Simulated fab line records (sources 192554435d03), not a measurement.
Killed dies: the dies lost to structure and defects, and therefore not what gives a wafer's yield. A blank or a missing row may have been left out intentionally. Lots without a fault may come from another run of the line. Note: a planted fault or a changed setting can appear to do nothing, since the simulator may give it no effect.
Split-lot study + flow n5-finfet + 7 lots, 21 wafers read, on a route of 1938 steps

ABOUT THE SPLIT
At N5_BEOL_M6_HM_DEP_02 (deposits TiN, target thk 20 nm), the setting target-thk-a was moved away from the recipe's 200 angstrom on 9 of the 21 wafers read, by -11.9% to +11.3%. All remaining wafers had this setting at the recipe value.

FROM THE SPLIT TO THE READING: what the file shows between them, 4 steps
- N5_BEOL_M6_COAT_59: time 60 s, resist thk 100 nm
- N5_BEOL_M6_COAT_60: time 60 s, resist thk 35 nm
- N5_BEOL_M6_STRIP_68: strips in N2/H2
- N5_BEOL_M6_STRIP_67: strips in CF4

THE READING
etch.depth-nm (the simulator's own value, which no gauge read), in nm, at N5_BEOL_M6_HM_OPEN_17 (chemistry Cl2/BCl3, target TiN, target depth 20 nm, overetch 6 nm). The file does not state a usual value for it. The 12 wafers here that ran the recipe average 20.11 nm, standard deviation 0.23 nm.

| wafer  | tool, chamber at the split | target-thk-a as run, angstrom | against the recipe | etch.depth-nm, nm | against lot-mates on the recipe |
|--------|----------------------------|-------------------------------|--------------------|-------------------|---------------------------------|
| L076.1 | pvd-sputter-01, -          | 200                           | recipe             | 20.27             | -                               |
| L076.4 | pvd-sputter-01, -          | 176.2                         | -11.9%             | 17.96             | -2.31                           |
| L076.5 | pvd-sputter-01, -          | 176.2                         | -11.9%             | 17.64             | -2.63                           |
| L075.2 | pvd-sputter-02, -          | 222.7                         | +11.3%             | 22.28             | +2.12                           |
| L075.3 | pvd-sputter-02, -          | 222.7                         | +11.3%             | 22.57             | +2.41                           |
| L075.4 | pvd-sputter-02, -          | 200                           | recipe             | 20.16             | -                               |
| L078.1 | pvd-sputter-03, -          | 200                           | recipe             | 20.64             | -                               |
| L078.4 | pvd-sputter-03, -          | 200                           | recipe             | 20.07             | -                               |
| L078.6 | pvd-sputter-03, -          | 200                           | recipe             | 20.1              | -                               |
| L084.1 | pvd-sputter-03, -          | 220.7                         | +10.3%             | 22.24             | +2.39                           |
| L084.2 | pvd-sputter-03, -          | 200                           | recipe             | 19.69             | -                               |
| L084.5 | pvd-sputter-03, -          | 200                           | recipe             | 20.01             | -                               |
| L090.1 | pvd-sputter-01, -          | 200                           | recipe             | 20.1              | -                               |
| L090.2 | pvd-sputter-01, -          | 200                           | recipe             | 20.11             | -                               |
| L090.4 | pvd-sputter-01, -          | 200                           | recipe             | 20.08             | -                               |
| L094.1 | pvd-sputter-01, -          | 209.1                         | +4.5%              | 21.06             | +0.78                           |
| L094.3 | pvd-sputter-01, -          | 209.1                         | +4.5%              | 21.12             | +0.84                           |
| L094.5 | pvd-sputter-01, -          | 200                           | recipe             | 20.28             | -                               |
| L095.1 | pvd-sputter-03, -          | 209.7                         | +4.8%              | 20.67             | +0.91                           |
| L095.2 | pvd-sputter-03, -          | 200                           | recipe             | 19.76             | -                               |
| L095.6 | pvd-sputter-03, -          | 209.7                         | +4.8%              | 20.79             | +1.03                           |

THE FIT
A straight line over all 21 wafers: etch.depth-nm changes by +0.197 nm for each +1% of target-thk-a; r = +0.98; the points scatter about the line by 0.23 nm.
The same after taking each lot's own level away (the mean of its wafers on the recipe; 21 wafers): +0.206 nm for each +1%; r = +0.99; scatter 0.16 nm.
Per that fit: largest target-thk-a move, reading shift of 2.5 nm.
From 19.760 to 20.280 nm: that is the span of the lots' own levels, equal to 2.2 times the standard deviation above.
So the lot-to-lot level changes the slope little: the two slopes agree.
Check: -2.54 nm against its lot-mates is what the line predicts for one of the wafers moved furthest among these (-11.9%) when that wafer is left out of the fit. It came out at -2.31 nm against them.

OTHER SPLITS ON THESE WAFERS
Note: prior to the reading, these wafers also went through further splits. Each is held against what the fit with the lots' levels taken away leaves over:
| other split on the same wafers    | wafers away from the commonest value | r with etch.depth-nm (lot level and that fit taken away) |
|-----------------------------------|--------------------------------------|----------------------------------------------------------|
| N5_BEOL_M3_ETCH_77 h2-flow-sccm   | 10                                   | +0.15                                                    |
| N5_BEOL_M4_ETCH_64 bias-w         | 9                                    | -0.01                                                    |
| N5_BEOL_M4_COAT_67 spin-rpm       | 8                                    | +0.03                                                    |
| N5_BEOL_M4_DEP_57 time-s          | 7                                    | +0.01                                                    |
| N5_BEOL_M5_HM_DEP_02 target-thk-a | 7                                    | +0.43                                                    |
| N5_BEOL_M5_COAT_59 spin-rpm       | 7                                    | -0.01                                                    |
| N5_BEOL_M6_ILD_DEP_00 temp-c      | 5                                    | -0.08                                                    |

THE WHOLE CHAIN: every reading that the file lists as answering this split, in the file's order
| step                  | what it does                                                      | reading                                                                          | change (the file's fit)               | r (the file's) |
|-----------------------|-------------------------------------------------------------------|----------------------------------------------------------------------------------|---------------------------------------|----------------|
| N5_BEOL_M6_HM_DEP_02  | deposits TiN, target thk 20 nm                                    | TiN_of_BEOL_M6_HM_DEP_02.thk-nm (the simulator's own value, which no gauge read) | +0.206 nm for each +1% of the setting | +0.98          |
| N5_BEOL_M6_HM_OPEN_17 | chemistry Cl2/BCl3, target TiN, target depth 20 nm, overetch 6 nm | etch.depth-nm (the simulator's own value, which no gauge read)                   | +0.209 nm for each +1% of the setting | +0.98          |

THE FILE'S OWN FIT
etch.depth-nm changes by +0.209 nm for each +1% of target-thk-a, r = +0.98.
